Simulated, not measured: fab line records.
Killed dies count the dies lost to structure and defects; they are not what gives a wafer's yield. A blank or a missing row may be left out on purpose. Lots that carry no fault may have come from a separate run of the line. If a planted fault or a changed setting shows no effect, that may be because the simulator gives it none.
Lot-split experiment / flow n5Finfet / route with 1938 steps; 7 lots, 21 wafers read

== THE SPLIT ITSELF ==
At N5_BEOL_M14_DEP_53 (deposits SiCN from 3MS/NH3, target thk 50 nm, time 17.8 s), the setting timeS was moved away from the recipe's 17.8 s on 7 of the 21 wafers read, by -14.4% to +13.8%. For the rest of the wafers, this setting stayed at what the recipe calls for.

The reading is taken at the split's own step.

== THE READING ==
SiCN_of_BEOL_M14_DEP_53.thkNm (the simulator's own value, which no gauge read), in nm, at N5_BEOL_M14_DEP_53 (deposits SiCN from 3MS/NH3, target thk 50 nm, time 17.8 s). No usual value for it is given in the file. The 14 wafers here that ran the recipe average 50.4 nm, standard deviation 0.57 nm.

wafer=L079.2; tool, chamber at the split=pecvd-03, 2; timeS as run, s=17.8; against the recipe=recipe; SiCN_of_BEOL_M14_DEP_53.thkNm, nm=50.4; against lot-mates on the recipe=-
wafer=L079.4; tool, chamber at the split=pecvd-03, 2; timeS as run, s=17.8; against the recipe=recipe; SiCN_of_BEOL_M14_DEP_53.thkNm, nm=51.2; against lot-mates on the recipe=-
wafer=L079.5; tool, chamber at the split=pecvd-03, 1; timeS as run, s=17.8; against the recipe=recipe; SiCN_of_BEOL_M14_DEP_53.thkNm, nm=50; against lot-mates on the recipe=-
wafer=L083.1; tool, chamber at the split=pecvd-03, 1; timeS as run, s=20.26; against the recipe=+13.8%; SiCN_of_BEOL_M14_DEP_53.thkNm, nm=56; against lot-mates on the recipe=+6.8
wafer=L083.3; tool, chamber at the split=pecvd-03, 0; timeS as run, s=17.8; against the recipe=recipe; SiCN_of_BEOL_M14_DEP_53.thkNm, nm=49.2; against lot-mates on the recipe=-
wafer=L083.5; tool, chamber at the split=pecvd-03, 0; timeS as run, s=20.26; against the recipe=+13.8%; SiCN_of_BEOL_M14_DEP_53.thkNm, nm=57.2; against lot-mates on the recipe=+8.0
wafer=L084.4; tool, chamber at the split=pecvd-03, 0; timeS as run, s=17.8; against the recipe=recipe; SiCN_of_BEOL_M14_DEP_53.thkNm, nm=50.6; against lot-mates on the recipe=-
wafer=L084.5; tool, chamber at the split=pecvd-03, 1; timeS as run, s=17.8; against the recipe=recipe; SiCN_of_BEOL_M14_DEP_53.thkNm, nm=50; against lot-mates on the recipe=-
wafer=L084.6; tool, chamber at the split=pecvd-03, 2; timeS as run, s=17.8; against the recipe=recipe; SiCN_of_BEOL_M14_DEP_53.thkNm, nm=51.4; against lot-mates on the recipe=-
wafer=L088.4; tool, chamber at the split=pecvd-03, 0; timeS as run, s=17.8; against the recipe=recipe; SiCN_of_BEOL_M14_DEP_53.thkNm, nm=50.2; against lot-mates on the recipe=-
wafer=L088.5; tool, chamber at the split=pecvd-03, 1; timeS as run, s=17.8; against the recipe=recipe; SiCN_of_BEOL_M14_DEP_53.thkNm, nm=49.8; against lot-mates on the recipe=-
wafer=L088.6; tool, chamber at the split=pecvd-03, 2; timeS as run, s=17.8; against the recipe=recipe; SiCN_of_BEOL_M14_DEP_53.thkNm, nm=50.4; against lot-mates on the recipe=-
wafer=L093.2; tool, chamber at the split=pecvd-01, 1; timeS as run, s=15.24; against the recipe=-14.4%; SiCN_of_BEOL_M14_DEP_53.thkNm, nm=42.8; against lot-mates on the recipe=-7.9
wafer=L093.5; tool, chamber at the split=pecvd-01, 0; timeS as run, s=17.8; against the recipe=recipe; SiCN_of_BEOL_M14_DEP_53.thkNm, nm=50.4; against lot-mates on the recipe=-
wafer=L093.6; tool, chamber at the split=pecvd-01, 2; timeS as run, s=17.8; against the recipe=recipe; SiCN_of_BEOL_M14_DEP_53.thkNm, nm=51; against lot-mates on the recipe=-
wafer=L095.2; tool, chamber at the split=pecvd-04, 0; timeS as run, s=16.21; against the recipe=-8.9%; SiCN_of_BEOL_M14_DEP_53.thkNm, nm=45; against lot-mates on the recipe=no lot-mate on the recipe
wafer=L095.4; tool, chamber at the split=pecvd-04, 0,2; timeS as run, s=16.21; against the recipe=-8.9%; SiCN_of_BEOL_M14_DEP_53.thkNm, nm=46; against lot-mates on the recipe=no lot-mate on the recipe
wafer=L095.6; tool, chamber at the split=pecvd-04, 0,2; timeS as run, s=16.21; against the recipe=-8.9%; SiCN_of_BEOL_M14_DEP_53.thkNm, nm=46; against lot-mates on the recipe=no lot-mate on the recipe
wafer=L097.1; tool, chamber at the split=pecvd-03, 2; timeS as run, s=17.8; against the recipe=recipe; SiCN_of_BEOL_M14_DEP_53.thkNm, nm=50.4; against lot-mates on the recipe=-
wafer=L097.4; tool, chamber at the split=pecvd-03, 2; timeS as run, s=17.8; against the recipe=recipe; SiCN_of_BEOL_M14_DEP_53.thkNm, nm=51; against lot-mates on the recipe=-
wafer=L097.6; tool, chamber at the split=pecvd-03, 0; timeS as run, s=16.43; against the recipe=-7.7%; SiCN_of_BEOL_M14_DEP_53.thkNm, nm=46; against lot-mates on the recipe=-4.7
The file does not say which wafer passed through which chamber wherever a row lists several chambers: such a row stands for several wafers.

FIT RESULTS
A straight line over all 21 wafers: SiCN_of_BEOL_M14_DEP_53.thkNm changes by +0.494 nm for each +1% of timeS; r = +0.98; the points scatter about the line by 0.62 nm.
The same after taking each lot's own level away (the mean of its wafers on the recipe; 18 wafers): +0.547 nm for each +1%; r = +0.99; scatter 0.45 nm.
According to that fit, moving timeS by its largest amount changes the reading by 7.9 nm.
The lots' own levels span 49.20 to 50.70 nm, that is 2.6 times the standard deviation above.
So the lot-to-lot level changes the slope little: the two slopes agree.
Check: with one of the wafers moved furthest among these (-14.4%) left out of the fit, the line predicts -7.93 nm for it against its lot-mates. It came out at -7.9 nm against them.

== OTHER SPLITS APPLIED TO THESE WAFERS ==
Other splits were also applied to these wafers ahead of the reading. Each is held against what the fit with the lots' levels taken away leaves over:
other split on the same wafers=N5_BEOL_M10_COAT_22 spinRpm; wafers away from the commonest value=8; r with SiCN_of_BEOL_M14_DEP_53.thkNm (lot level and that fit taken away)=+0.29
other split on the same wafers=N5_BEOL_M11_COAT_05 spinRpm; wafers away from the commonest value=3; r with SiCN_of_BEOL_M14_DEP_53.thkNm (lot level and that fit taken away)=-0.30
other split on the same wafers=N5_BEOL_M11_TRENCH_ETCH_37 biasW; wafers away from the commonest value=4; r with SiCN_of_BEOL_M14_DEP_53.thkNm (lot level and that fit taken away)=+0.01
other split on the same wafers=N5_BEOL_M13_COAT_58 spinRpm; wafers away from the commonest value=7; r with SiCN_of_BEOL_M14_DEP_53.thkNm (lot level and that fit taken away)=-0.20

== FILE'S OWN FIT ==
SiCN_of_BEOL_M14_DEP_53.thkNm changes by +0.551 nm for each +1% of timeS, r = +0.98.
